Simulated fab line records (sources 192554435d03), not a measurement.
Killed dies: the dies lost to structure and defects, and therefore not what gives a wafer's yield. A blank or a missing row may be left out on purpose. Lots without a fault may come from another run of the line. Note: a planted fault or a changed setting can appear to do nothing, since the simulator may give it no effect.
Which tool did it? ; flow n5-finfet ; 24 lots with 72 wafers sampled at 3 steps, on a route of 1938 steps

## WHAT EACH GAUGE READ, for each wafer
N5_BEOL_M15_THK_MEAS_01.
lot;measured;on;M15_ILD_THK (nm)
L074;day 11 03:00;film-metro-02;1606 1631 1653
L076;day 11 08:43;film-metro-01;1612 1622 1646
L075;day 11 16:46;film-metro-02;1601 1616 1615
L077;day 11 16:53;film-metro-02;1616 1626 1636
L078;day 12 09:29;film-metro-02;1621 1616 1653
L079;day 12 21:44;film-metro-02;1602 1645 1628
L080;day 12 23:59;film-metro-02;1648 1641 1625
L081;day 13 07:33;film-metro-01;1640 1646 1640
L084;day 13 14:23;film-metro-01;1643 1607 1635
L082;day 13 18:02;film-metro-01;1607 1627 1650
L083;day 13 18:20;film-metro-01;1611 1633 1644
L085;day 14 12:55;film-metro-01;1636 1660 1617
L087;day 14 16:41;film-metro-01;1615 1621 1639
L089;day 15 00:32;film-metro-02;1626 1586 1634
L086;day 15 06:03;film-metro-01;1640 1617 1646
L088;day 15 14:05;film-metro-02;1630 1627 1656
L090;day 15 19:31;film-metro-02;1615 1641 1647
L092;day 15 22:53;film-metro-02;1624 1644 1643
L091;day 16 01:31;film-metro-02;1649 1633 1665
L093;day 16 19:42;film-metro-02;1662 1666 1662
L094;day 17 00:58;film-metro-01;1606 1640 1629
L097;day 17 01:00;film-metro-02;1621 1599 1621
L095;day 17 04:23;film-metro-02;1606 1643 1670
L096;day 17 10:07;film-metro-02;1621 1661 1647

N5_BEOL_M15_CD_MEAS_10 targets a cd of 360 nm.
lot;measured;on;cd-nm (nm)
L074;day 11 03:19;cd-sem-03;357.9 358.2 357.4
L076;day 11 09:01;cd-sem-02;360.7 358.9 361.2
L075;day 11 17:11;cd-sem-01;358.4 358.2 359.6
L077;day 11 17:21;cd-sem-02;361.6 357.9 360.0
L078;day 12 09:48;cd-sem-03;357.2 357.9 356.0
L079;day 12 22:10;cd-sem-01;363.8 360.0 361.5
L080;day 13 00:25;cd-sem-03;360.3 360.8 358.9
L081;day 13 07:59;cd-sem-02;358.8 358.1 357.1
L084;day 13 14:41;cd-sem-03;356.8 359.5 358.2
L082;day 13 18:21;cd-sem-01;359.0 358.1 359.0
L083;day 13 18:46;cd-sem-03;357.3 361.2 361.3
L085;day 14 13:20;cd-sem-03;361.2 359.5 359.6
L087;day 14 17:07;cd-sem-01;359.9 358.4 357.7
L089;day 15 00:50;cd-sem-01;362.7 359.6 359.8
L086;day 15 06:22;cd-sem-01;360.1 356.6 361.0
L088;day 15 14:31;cd-sem-02;359.6 360.1 360.7
L090;day 15 19:57;cd-sem-03;358.4 358.3 357.1
L092;day 15 23:11;cd-sem-02;361.4 358.2 357.9
L091;day 16 01:49;cd-sem-01;359.9 361.6 359.9
L093;day 16 20:01;cd-sem-03;360.1 361.6 361.8
L094;day 17 01:17;cd-sem-02;361.2 360.4 361.0
L097;day 17 01:26;cd-sem-02;358.7 359.3 358.2
L095;day 17 04:49;cd-sem-01;361.5 360.4 358.1
L096;day 17 10:25;cd-sem-02;358.8 359.5 359.6

N5_BEOL_M15_CD_MEAS_28 targets a cd of 407.6 nm.
lot;measured;on;cd-nm (nm)
L074;day 11 04:46;cd-sem-03;407.3 407.3 406.2
L076;day 11 10:38;cd-sem-03;407.3 404.5 407.6
L075;day 11 18:47;cd-sem-01;406.1 406.5 406.4
L077;day 11 19:11;cd-sem-01;408.1 407.3 408.0
L078;day 12 11:29;cd-sem-03;404.6 405.4 404.6
L079;day 12 23:53;cd-sem-01;408.4 408.7 408.6
L080;day 13 01:53;cd-sem-03;409.1 408.7 408.6
L081;day 13 09:34;cd-sem-02;406.8 405.9 407.2
L084;day 13 16:20;cd-sem-02;406.7 407.3 406.3
L082;day 13 20:04;cd-sem-03;408.7 409.5 410.1
L083;day 13 20:32;cd-sem-01;408.2 407.1 407.0
L085;day 14 15:03;cd-sem-02;409.2 410.1 409.6
L087;day 14 18:50;cd-sem-02;407.5 407.7 406.4
L089;day 15 02:18;cd-sem-03;406.7 406.6 406.4
L086;day 15 08:20;cd-sem-01;406.4 407.3 406.3
L088;day 15 16:06;cd-sem-02;409.9 410.1 408.7
L090;day 15 21:25;cd-sem-02;408.5 408.3 407.2
L092;day 16 00:46;cd-sem-01;406.7 407.3 408.3
L091;day 16 03:23;cd-sem-01;405.7 405.0 405.4
L093;day 16 21:31;cd-sem-01;410.7 409.1 410.5
L094;day 17 03:05;cd-sem-03;405.5 407.4 407.6
L097;day 17 03:23;cd-sem-02;409.1 408.3 409.2
L095;day 17 06:25;cd-sem-03;408.6 408.3 409.6
L096;day 17 12:18;cd-sem-03;407.4 406.8 408.2

## WHICH TOOL RAN EACH LOT (tool, then ch and the chambers of the sampled wafers, then the start)
There is no process step in the record ahead of these readings.

## AS READ BY THE TOOLS THEMSELVES (means over the sampled wafers that have a number; for cases with no such wafer, the mark the record gives instead)
The record holds no such reading with a usual standard deviation.

## THE ANSWER, worked out from the rows above alone
Rule: the usual values come from the lots themselves. The widest of any qualifying gaps counts: lots, ordered by their means at a reading, are off when they make up no more than a third of the lots, leave a main group of 4 or more, and stand apart from it by 3 or more times the standard deviation of that group's means. A main group is skipped when, at the precision printed for the reading in the tables above, its means are all equal. A lot without any number at a reading at which 4 lots or more have one is off too. Where the step has rows for the other lots, those lots are counted as sound. Order of review: gauges by route order, followed by the tools' own readings, for which a lot's mean as printed above is used. At the first step where some lot is off, the reading lying furthest off is the one used; lots without a number count as furthest.
None of the lots is off at any reading shown; this tells nothing.

## WHAT THE SIMULATOR HAD INSERTED
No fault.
